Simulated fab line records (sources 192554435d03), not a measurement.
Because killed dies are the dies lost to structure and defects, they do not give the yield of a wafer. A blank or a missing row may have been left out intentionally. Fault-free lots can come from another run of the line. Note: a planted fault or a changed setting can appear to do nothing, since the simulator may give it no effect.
Split-lot trial + flow n5_finfet + 21 wafers read across 7 lots, on a route 1938 steps long

## THE SPLIT ITSELF
At N5_SD_EPI_P_EPI_21 (deposits SiGe:B, time 355 s), the setting temp_c was moved away from the recipe's 550 C on 4 of the 21 wafers read, by -0.7% to +0.4%. For the rest of the wafers, this setting stayed at what the recipe calls for.

## FROM THE SPLIT TO THE READING: what the file shows between them, 2 steps
- N5_SD_EPI_P_HM_STRIP_48: strips SiNx in H3PO4, material SiNx, target depth 3 nm
- N5_SD_EPI_P_SRD_49: time 30 s

## THE READING
SiGe-B_of_SD_EPI_P_EPI_21.thk_nm (the simulator's own value, which no gauge read), in nm, at N5_SD_EPI_P_PRECLEAN_24 (cleans in O3/DIW, time 45 s). The file gives no usual value for it. Average 60.4 nm, standard deviation 0.89 nm, over the 17 wafers here run with the recipe.

| wafer  | tool, chamber at the split | temp_c as run, C | against the recipe | SiGe-B_of_SD_EPI_P_EPI_21.thk_nm, nm | against lot-mates on the recipe |
|--------|----------------------------|------------------|--------------------|--------------------------------------|---------------------------------|
| L081.1 | epi_rpcvd-04, 0            | 550              | recipe             | 60.8                                 | -                               |
| L081.2 | epi_rpcvd-04, 0            | 550              | recipe             | 59.2                                 | -                               |
| L081.3 | epi_rpcvd-04, 0            | 550              | recipe             | 59.2                                 | -                               |
| L082.2 | epi_rpcvd-04, 0            | 550              | recipe             | 61.2                                 | -                               |
| L082.4 | epi_rpcvd-04, 0            | 550              | recipe             | 62.2                                 | -                               |
| L082.6 | epi_rpcvd-04, 0            | 550              | recipe             | 61.4                                 | -                               |
| L084.2 | epi_rpcvd-04, 0            | 546.1            | -0.7%              | 55.8                                 | -5.2                            |
| L084.3 | epi_rpcvd-04, 0            | 550              | recipe             | 61                                   | -                               |
| L084.6 | epi_rpcvd-04, 0            | 546.1            | -0.7%              | 55.4                                 | -5.6                            |
| L087.1 | epi_rpcvd-02, 0            | 550              | recipe             | 60.4                                 | -                               |
| L087.2 | epi_rpcvd-02, 0            | 550              | recipe             | 60.8                                 | -                               |
| L087.3 | epi_rpcvd-02, 0            | 550              | recipe             | 60                                   | -                               |
| L090.2 | epi_rpcvd-04, 0            | 550              | recipe             | 59.8                                 | -                               |
| L090.3 | epi_rpcvd-04, 0            | 550              | recipe             | 60.2                                 | -                               |
| L090.5 | epi_rpcvd-04, 0            | 550              | recipe             | 59.6                                 | -                               |
| L091.2 | epi_rpcvd-02, 0            | 550              | recipe             | 59.8                                 | -                               |
| L091.3 | epi_rpcvd-02, 0            | 550              | recipe             | 59                                   | -                               |
| L091.6 | epi_rpcvd-02, 0            | 550              | recipe             | 61                                   | -                               |
| L092.2 | epi_rpcvd-02, 0            | 552.2            | +0.4%              | 64                                   | +2.6                            |
| L092.4 | epi_rpcvd-02, 0            | 552.2            | +0.4%              | 64.2                                 | +2.8                            |
| L092.6 | epi_rpcvd-02, 0            | 550              | recipe             | 61.4                                 | -                               |

THE FIT
A straight line over all 21 wafers: SiGe-B_of_SD_EPI_P_EPI_21.thk_nm changes by +7.43 nm for each +1% of temp_c; r = +0.91; the points scatter about the line by 0.88 nm.
The same after taking each lot's own level away (the mean of its wafers on the recipe; 21 wafers): +7.39 nm for each +1%; r = +0.97; scatter 0.52 nm.
On that fit, the largest move of temp_c shifts the reading by 5.2 nm.
From 59.73 to 61.60 nm: that is the span of the lots' own levels, equal to 2.1 times the standard deviation above.
So the lot-to-lot level changes the slope little: the two slopes agree.
Check: -5.33 nm against its lot-mates is what the line predicts for one of the wafers moved furthest among these (-0.7%) when that wafer is left out of the fit. Against them it came out at -5.2 nm.

## OTHER SPLITS APPLIED TO THESE WAFERS
Note: prior to the reading, these wafers also went through further splits. Each is held against what the fit with the lots' levels taken away leaves over:
| other split on the same wafers     | wafers away from the commonest value | r with SiGe-B_of_SD_EPI_P_EPI_21.thk_nm (lot level and that fit taken away) |
|------------------------------------|--------------------------------------|-----------------------------------------------------------------------------|
| N5_DUMMY_GATE_COAT_34 spin_rpm     | 7                                    | -0.02                                                                       |
| N5_SD_EPI_P_ETCH_16 target_depth_a | 8                                    | +0.05                                                                       |

## THE WHOLE CHAIN: every reading that the file lists as answering this split, in the file's order
| step                    | what it does                                           | reading                                                                           | change (the file's fit)              | r (the file's) |
|-------------------------|--------------------------------------------------------|-----------------------------------------------------------------------------------|--------------------------------------|----------------|
| N5_SD_EPI_P_EPI_21      | deposits SiGe:B, time 355 s                            | SiGe-B_of_SD_EPI_P_EPI_21.thk_nm (the simulator's own value, which no gauge read) | +7.53 nm for each +1% of the setting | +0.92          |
| N5_SD_EPI_P_HM_STRIP_48 | strips SiNx in H3PO4, material SiNx, target depth 3 nm | SiGe-B_of_SD_EPI_P_EPI_21.thk_nm (the simulator's own value, which no gauge read) | +7.3 nm for each +1% of the setting  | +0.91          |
| N5_SD_EPI_P_PRECLEAN_24 | cleans in O3/DIW, time 45 s                            | SiGe-B_of_SD_EPI_P_EPI_21.thk_nm (the simulator's own value, which no gauge read) | +7.41 nm for each +1% of the setting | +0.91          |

## THE FILE'S OWN FIT
SiGe-B_of_SD_EPI_P_EPI_21.thk_nm changes by +7.41 nm for each +1% of temp_c, r = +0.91.
